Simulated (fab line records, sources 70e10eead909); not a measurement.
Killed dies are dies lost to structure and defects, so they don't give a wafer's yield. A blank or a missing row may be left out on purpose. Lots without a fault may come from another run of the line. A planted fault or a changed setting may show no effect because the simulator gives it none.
Which tool did it? | flow nand_harc | 13 lots, 38 wafers sampled, at 5 steps of a route of 1159

WHAT THE GAUGES READ, wafer by wafer
NHARC_A_SLIT_OVL_MEAS_10.
lot  | measured     | on         | overlay_x_nm (nm) | overlay_y_nm (nm)
L318 | day 14 12:23 | overlay-02 | -0.5 -0.2 -0.1    | 0.0 -0.4 -0.5
L320 | day 14 22:04 | overlay-02 | 0.1 0.3 0.4       | 1.1 1.2 1.4
L319 | day 14 22:20 | overlay-01 | -0.1 0.3 -0.1     | 0.2 0.3 0.6
L321 | day 15 05:16 | overlay-01 | 0.2 0.8 0.1       | -0.4 -0.6 -0.6
L323 | day 15 05:25 | overlay-02 | -1.1 -0.2 -1.2    | -0.7 -0.1 -0.7
L322 | day 15 07:13 | overlay-02 | -1.0 -1.2 -1.4    | 0.5 0.4 1.3
L327 | day 16 11:32 | overlay-02 | 0.5 0.2           | 0.4 1.1
L334 | day 18 14:38 | overlay-02 | -0.8 -1.4 -0.7    | -1.5 -1.3 -0.8
L337 | day 18 14:48 | overlay-01 | -0.7 -0.4 -0.3    | -1.0 -0.4 -0.2
L338 | day 20 03:59 | overlay-02 | 1.0 0.9 0.9       | 0.3 0.2 0.5
L339 | day 20 04:17 | overlay-02 | 0.0 0.4 -0.2      | 0.5 0.1 0.4
L341 | day 20 04:26 | overlay-01 | 1.6 1.8 1.7       | 0.9 0.2 0.7
L340 | day 20 06:02 | overlay-02 | 1.8 1.3 1.5       | -0.6 -0.2 -0.3

NHARC_A_SLIT_INSPECT_11.
lot  | measured     | on                | raw_defect_count
L318 | day 14 12:25 | defect_inspect-02 | 27 29 16
L320 | day 14 22:07 | defect_inspect-01 | 19 18 13
L319 | day 14 22:23 | defect_inspect-02 | 5 8 10
L321 | day 15 05:17 | defect_inspect-02 | 33 23 13
L323 | day 15 05:27 | defect_inspect-01 | 14 6 8
L322 | day 15 07:14 | defect_inspect-01 | 18 14 11
L327 | day 16 11:34 | defect_inspect-01 | 13 23
L334 | day 18 14:41 | defect_inspect-02 | 43 31 27
L337 | day 18 14:50 | defect_inspect-01 | 10 10 17
L338 | day 20 04:01 | defect_inspect-02 | 31 43 37
L339 | day 20 04:19 | defect_inspect-02 | 18 15 7
L341 | day 20 04:29 | defect_inspect-01 | 17 14 20
L340 | day 20 06:04 | defect_inspect-02 | 24 18 25

NHARC_END_SORT_01.
lot  | measured     | on        | killed_at_array | killed_at_other | killed_at_periphery | killed_dies | killed_open | killed_short
L334 | day 23 21:09 | prober-01 | 46 44 41        | 0 0 0           | 3 6 7               | 49 50 48    | 2 2 4       | 1 0 0

WHICH TOOL RAN EACH LOT (tool, then ch and the chambers of the sampled wafers, then the start)
lot  | NHARC_A_SLIT_ETCH_15                          | NHARC_A_WL_FILL_ETCHBACK_05
L318 | rie_diel-05 ch 1,2, day 15 05:47 or earlier   | rie_metal-01 ch 0,1, day 15 05:47
L320 | rie_diel-07 ch 0,2, day 15 16:34 or earlier   | rie_metal-02 ch 0,1, day 15 16:34
L319 | rie_diel-13 ch 0,1,2, day 15 16:41 or earlier | rie_metal-03 ch 0,1, day 15 16:41
L321 | rie_diel-07 ch 0,2,3, day 15 21:14 or earlier | rie_metal-03 ch 0,1, day 15 21:14
L323 | rie_diel-07 ch 0,2,3, day 16 00:05 or earlier | rie_metal-02 ch 0,1, day 16 00:05
L322 | rie_diel-07 ch 1,3, day 16 02:45 or earlier   | rie_metal-03 ch 0,1, day 16 02:45
L327 | rie_diel-07 ch 3, day 16 12:01                | rie_metal-03 ch 0,1, day 17 11:32
L334 | rie_diel-13 ch 0,1,3, day 19 08:17 or earlier | rie_metal-02 ch 0,1, day 19 08:17
L337 | rie_diel-07 ch 0,1,3, day 19 11:09 or earlier | rie_metal-01 ch 0,1, day 19 11:09
L338 | rie_diel-05 ch 1,2, day 20 19:44 or earlier   | rie_metal-02 ch 0,1, day 20 19:44
L339 | rie_diel-07 ch 1,2,3, day 20 19:44 or earlier | rie_metal-01 ch 0,1, day 20 19:44
L341 | rie_diel-05 ch 1,2, day 20 23:08 or earlier   | rie_metal-01 ch 0,1, day 20 23:08
L340 | rie_diel-13 ch 0,3, day 21 01:58 or earlier   | rie_metal-03 ch 0,1, day 21 01:58
- NHARC_A_SLIT_ETCH_15: etches the open film in O2/COS, target depth 3200 nm, time 832 s.
- NHARC_A_WL_FILL_ETCHBACK_05: etches the open film in Cl2/BCl3, target depth 22 nm, time 60 s.

WHAT THE TOOLS THEMSELVES READ (means of the sampled wafers that have a number; where no wafer has one, the mark that the record gives instead)
NHARC_A_SLIT_ETCH_15.
lot  | tool        | chamber_pressure_mTorr (mTorr) | drypump_motor_current_A (A) | oes_product_au (a.u.) | rf_fwd_power_W (W) | rf_vpp_V (V) | showerhead_plenum_p_Torr (Torr) | throttle_valve_pct (%)
L318 | rie_diel-05 | 19.989                         | 5.2                         | 1.005                 | 499.6              | 316.2        | 3.21                            | 28.334
L320 | rie_diel-07 | 20.018                         | 5.3                         | 0.998                 | 499.0              | 314.6        | 3.13                            | 28.332
L319 | rie_diel-13 | 19.992                         | 5.4                         | 0.999                 | 500.5              | 314.1        | 3.07                            | 28.343
L321 | rie_diel-07 | 20.009                         | 5.6                         | 0.999                 | 499.4              | 312.6        | 3.08                            | 28.334
L323 | rie_diel-07 | 19.985                         | 5.6                         | 0.990                 | 498.1              | 312.9        | 3.08                            | 28.337
L322 | rie_diel-07 | 20.003                         | 5.7                         | 1.001                 | 499.9              | 312.3        | 2.96                            | 28.336
L327 | rie_diel-07 | 20.007                         | 6.3                         | 1.002                 | 498.3              | 312.4        | 2.98                            | 28.329
L334 | rie_diel-13 | 19.994                         | 5.5                         | 1.000                 | 499.1              | 310.9        | 2.96                            | 28.340
L337 | rie_diel-07 | 20.005                         | 5.6                         | 0.996                 | 498.1              | 312.9        | 3.02                            | 28.319
L338 | rie_diel-05 | 20.009                         | 5.3                         | 1.004                 | 498.6              | 314.0        | 3.10                            | 28.327
L339 | rie_diel-07 | 20.003                         | 5.7                         | 1.002                 | 500.2              | 313.3        | 3.02                            | 28.329
L341 | rie_diel-05 | 19.993                         | 5.2                         | 0.994                 | 499.6              | 315.2        | 3.20                            | 28.328
L340 | rie_diel-13 | 20.003                         | 5.6                         | 1.005                 | 497.7              | 312.0        | 2.95                            | 28.332

NHARC_A_WL_FILL_ETCHBACK_05.
lot  | tool         | chamber_pressure_mTorr (mTorr) | drypump_motor_current_A (A) | oes_product_au (a.u.)
L318 | rie_metal-01 | 10.005                         | 5.6                         | 0.995
L320 | rie_metal-02 | 10.004                         | 5.7                         | 1.004
L319 | rie_metal-03 | 10.006                         | 5.4                         | 1.023
L321 | rie_metal-03 | 10.002                         | 5.4                         | 1.020
L323 | rie_metal-02 | 9.998                          | 5.7                         | 0.994
L322 | rie_metal-03 | 9.994                          | 5.4                         | 1.010
L327 | rie_metal-03 | 10.006                         | 5.2                         | 1.268
L334 | rie_metal-02 | 9.999                          | 5.6                         | 1.006
L337 | rie_metal-01 | 10.000                         | 5.5                         | 0.990
L338 | rie_metal-02 | 10.003                         | 5.7                         | 1.002
L339 | rie_metal-01 | 9.992                          | 5.6                         | 1.001
L341 | rie_metal-01 | 9.998                          | 5.5                         | 1.001
L340 | rie_metal-03 | 10.012                         | 5.1                         | 1.019

THE ANSWER, worked out from the rows above alone
Rule: what is usual is taken from the lots themselves. Put in order of their means at a reading, lots are off if they are a third of the lots or fewer, leave a main group of 4 or more, and stand apart from it by a gap of 3 or more times the standard deviation of the main group's means; of several such gaps the widest counts. A main group whose means are all the same, to the digits that the tables above print for the reading, isn't used. A lot without any number at a reading at which 4 lots or more have one is off too. The other lots that the step has rows for count as sound. The gauges are gone through in route order, then the tools' own readings, and for those a lot's mean is taken as printed above. The first step at which some lot is off is used, and at that step the reading that is off furthest; a lot without a number counts as furthest.
Off: L327, at NHARC_A_SLIT_ETCH_15 (drypump_motor_current_A). The main group: mean 5.5 A, standard deviation 0.18.
A tool fits if, at that step or a process step before it, it ran every lot that is off, and no sound lot after the first of them. NHARC_A_SLIT_ETCH_15 gives no start for some lots, so the hours and the order of its lots are those of NHARC_A_WL_FILL_ETCHBACK_05. None of those tried fits.

WHAT THE SIMULATOR HAD PUT IN
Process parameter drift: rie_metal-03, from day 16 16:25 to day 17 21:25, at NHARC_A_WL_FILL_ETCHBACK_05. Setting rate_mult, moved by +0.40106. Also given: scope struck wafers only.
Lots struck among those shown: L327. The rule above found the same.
